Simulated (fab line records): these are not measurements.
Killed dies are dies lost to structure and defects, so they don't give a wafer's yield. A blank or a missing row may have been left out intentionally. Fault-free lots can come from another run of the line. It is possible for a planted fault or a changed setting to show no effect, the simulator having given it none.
Which of the tools did it? -- flow nand_harc -- 24 lots with 72 wafers sampled at 3 steps, on a route of 1302 steps

== WHAT EACH GAUGE READ, for each wafer ==
NHARC_P_M0_THK_MEAS_24: measures by xrf. Usual: thk_nm at 117.0 nm, with a standard deviation of 1.5.
lot,measured,on,thk_nm (nm),flag
L074,day 6 08:31,film_metro-01,114.4 116.7 118.6,
L075,day 6 15:27,film_metro-01,116.7 116.7 115.5,
L076,day 7 01:29,film_metro-01,117.8 115.7 114.9,
L077,day 7 14:29,film_metro-02,118.1 116.6 115.0,
L078,day 7 22:08,film_metro-02,114.4 118.3 117.8,
L079,day 8 10:56,film_metro-01,115.9 120.2 118.4,
L080,day 8 16:43,film_metro-01,116.8 114.5 117.1,
L081,day 8 21:25,film_metro-02,117.2 117.7 115.0,
L082,day 9 09:29,film_metro-02,118.0 117.1 117.1,
L083,day 10 00:10,film_metro-01,117.9 117.2 117.1,
L084,day 10 05:38,film_metro-02,117.4 115.5 116.4,
L085,day 10 15:44,film_metro-02,118.9 114.8 115.9,
L086,day 11 07:01,film_metro-02,118.4 117.3 117.6,
L087,day 12 02:40,film_metro-01,119.0 118.7 118.5,
L088,day 12 03:43,film_metro-02,114.1 114.7 116.5,
L089,day 13 00:05,film_metro-01,117.5 117.6 118.2,
L090,day 13 04:19,film_metro-02,116.0 115.9 118.0,
L091,day 13 08:38,film_metro-01,120.0 116.6 116.1,
L092,day 14 02:19,film_metro-02,116.3 116.5 117.1,
L093,day 14 07:25,film_metro-01,117.9 117.5 117.7,
L094,day 14 16:41,film_metro-01,116.7 113.8 116.2,
L095,day 15 02:03,film_metro-02,115.7 114.6 116.5,
L096,day 15 02:29,film_metro-02,118.5 114.4 119.5,
L097,day 15 16:08,film_metro-02,118.0 119.4 115.9,

NHARC_P_M1_OVL_MEAS_10: pitch 260 nm. Usual: overlay_x_nm 0.1 nm, standard deviation 1; overlay_y_nm 0.1 nm, standard deviation 0.77.
lot,measured,on,overlay_x_nm (nm),overlay_y_nm (nm),flag
L074,day 6 10:01,overlay-01,0.2 1.2 0.5,1.1 0.9 1.0,
L075,day 6 16:58,overlay-02,0.3 -0.2 -0.2,0.5 0.1 0.8,
L076,day 7 03:07,overlay-01,0.1 0.2 0.3,1.0 1.0 0.7,
L077,day 7 16:17,overlay-02,0.8 0.4 0.4,1.7 0.9 0.9,
L078,day 7 23:46,overlay-02,-0.2 -0.2 -0.5,0.6 0.4 0.2,
L079,day 8 12:34,overlay-02,-1.1 -0.5 -0.2,-0.6 -0.9 -0.9,
L080,day 8 18:14,overlay-01,-1.3 -0.7 -1.0,-0.6 -0.1 -0.3,
L081,day 8 23:11,overlay-01,-0.4 -0.2 -0.6,-0.3 -0.2 0.0,
L082,day 9 11:08,overlay-01,1.6 1.0 1.0,-0.6 -0.6 -0.8,
L083,day 10 01:46,overlay-01,0.2 0.7 0.4,0.2 -0.1 -0.4,
L084,day 10 07:10,overlay-01,0.8 1.2 1.0,-0.6 0.2 -0.4,
L085,day 10 17:22,overlay-02,0.3 0.7 0.4,-0.3 -0.3 -0.8,
L086,day 11 08:47,overlay-02,2.4 2.2 2.3,-0.1 0.1 0.2,
L087,day 12 04:11,overlay-01,0.3 0.5 0.7,-1.3 -0.9 -1.1,
L088,day 12 05:13,overlay-01,0.5 0.8 0.6,0.0 0.4 -0.1,
L089,day 13 01:41,overlay-02,-0.3 -0.7 -0.3,0.2 0.1 0.5,
L090,day 13 05:50,overlay-02,0.7 0.5 0.5,0.4 0.8 0.9,
L091,day 13 10:19,overlay-01,1.5 1.9 1.4,-1.5 -1.0 -1.4,
L092,day 14 03:50,overlay-01,-0.6 -0.9 -1.8,0.8 0.4 0.9,
L093,day 14 09:14,overlay-02,-1.3 -1.2 -0.8,0.6 0.8 0.7,
L094,day 14 18:18,overlay-01,-1.2 -0.6 -1.4,-0.9 -1.0 -1.3,
L095,day 15 03:50,overlay-02,-1.8 -1.7 -1.7,1.6 1.2 0.7,
L096,day 15 04:07,overlay-01,0.0 0.3 -0.1,0.7 0.3 0.0,
L097,day 15 17:46,overlay-01,0.6 0.9 0.9,-0.3 0.1 0.3,

== EACH LOT AND THE TOOL THAT RAN IT (in order: tool; ch and the chambers of the sampled wafers; start) ==
lot,NHARC_P_M0_PVD_21
L074,"pvd_sputter-02, day 6 08:31 or earlier"
L075,"pvd_sputter-03, day 6 15:27 or earlier"
L076,"pvd_sputter-01, day 7 01:29 or earlier"
L077,"pvd_sputter-03, day 7 14:29 or earlier"
L078,"pvd_sputter-02, day 7 22:08 or earlier"
L079,"pvd_sputter-01, day 8 10:56 or earlier"
L080,"pvd_sputter-03, day 8 16:43 or earlier"
L081,"pvd_sputter-03, day 8 21:25 or earlier"
L082,"pvd_sputter-01, day 9 09:29 or earlier"
L083,"pvd_sputter-01, day 10 00:10 or earlier"
L084,"pvd_sputter-03, day 10 05:38 or earlier"
L085,"pvd_sputter-03, day 10 15:44 or earlier"
L086,"pvd_sputter-01, day 11 07:01 or earlier"
L087,"pvd_sputter-03, day 12 02:40 or earlier"
L088,"pvd_sputter-01, day 12 03:43 or earlier"
L089,"pvd_sputter-01, day 13 00:05 or earlier"
L090,"pvd_sputter-01, day 13 04:19 or earlier"
L091,"pvd_sputter-03, day 13 08:38 or earlier"
L092,"pvd_sputter-02, day 14 02:19 or earlier"
L093,"pvd_sputter-01, day 14 07:25 or earlier"
L094,"pvd_sputter-01, day 14 16:41 or earlier"
L095,"pvd_sputter-03, day 15 02:03 or earlier"
L096,"pvd_sputter-02, day 15 02:29 or earlier"
L097,"pvd_sputter-02, day 15 16:08 or earlier"
- NHARC_P_M0_PVD_21: deposits Cu, target thk 30 nm, time 20.49 s.

== WHAT THE TOOLS THEMSELVES READ (means of the sampled wafers that have a number; where no wafer has one, the mark that the record gives instead) ==
NHARC_P_M0_PVD_21. Usual: substrate_temp_c 29.99 C, standard deviation 0.12; throttle_valve_pct 29.9 %, standard deviation 0.92.
lot,tool,substrate_temp_c (C),throttle_valve_pct (%),flag
L074,pvd_sputter-02,29.97,30.4,
L075,pvd_sputter-03,29.96,29.4,
L076,pvd_sputter-01,29.93,30.6,
L077,pvd_sputter-03,30.02,29.4,
L078,pvd_sputter-02,30.02,29.6,
L079,pvd_sputter-01,29.96,30.3,
L080,pvd_sputter-03,30.00,29.0,
L081,pvd_sputter-03,29.95,30.3,
L082,pvd_sputter-01,30.02,30.7,
L083,pvd_sputter-01,29.96,30.9,
L084,pvd_sputter-03,29.90,29.9,
L085,pvd_sputter-03,29.87,30.6,
L086,pvd_sputter-01,30.00,30.6,
L087,pvd_sputter-03,29.99,29.6,
L088,pvd_sputter-01,30.00,30.2,
L089,pvd_sputter-01,30.01,30.4,
L090,pvd_sputter-01,29.97,29.9,
L091,pvd_sputter-03,29.93,29.0,
L092,pvd_sputter-02,30.04,30.2,
L093,pvd_sputter-01,29.91,30.3,
L094,pvd_sputter-01,30.07,29.8,
L095,pvd_sputter-03,30.10,29.3,
L096,pvd_sputter-02,29.93,29.8,
L097,pvd_sputter-02,29.99,29.9,

== THE ANSWER, worked out from the rows above alone ==
Rule: take the mean of a lot's wafers that have a number; if it is more than 3 standard deviations from the usual mean, the lot is off. A lot without any number at a reading at which 4 lots or more have one is off too. All remaining lots with rows at the step are treated as sound. After the gauges, taken in route order, come the tools' own readings; for these a lot's mean is taken, as printed above. At the first step where some lot is off, the reading lying furthest off is the one used; lots without a number count as furthest.
None of the lots is off at any reading shown; this tells nothing.

== WHAT THE SIMULATOR HAD INSERTED ==
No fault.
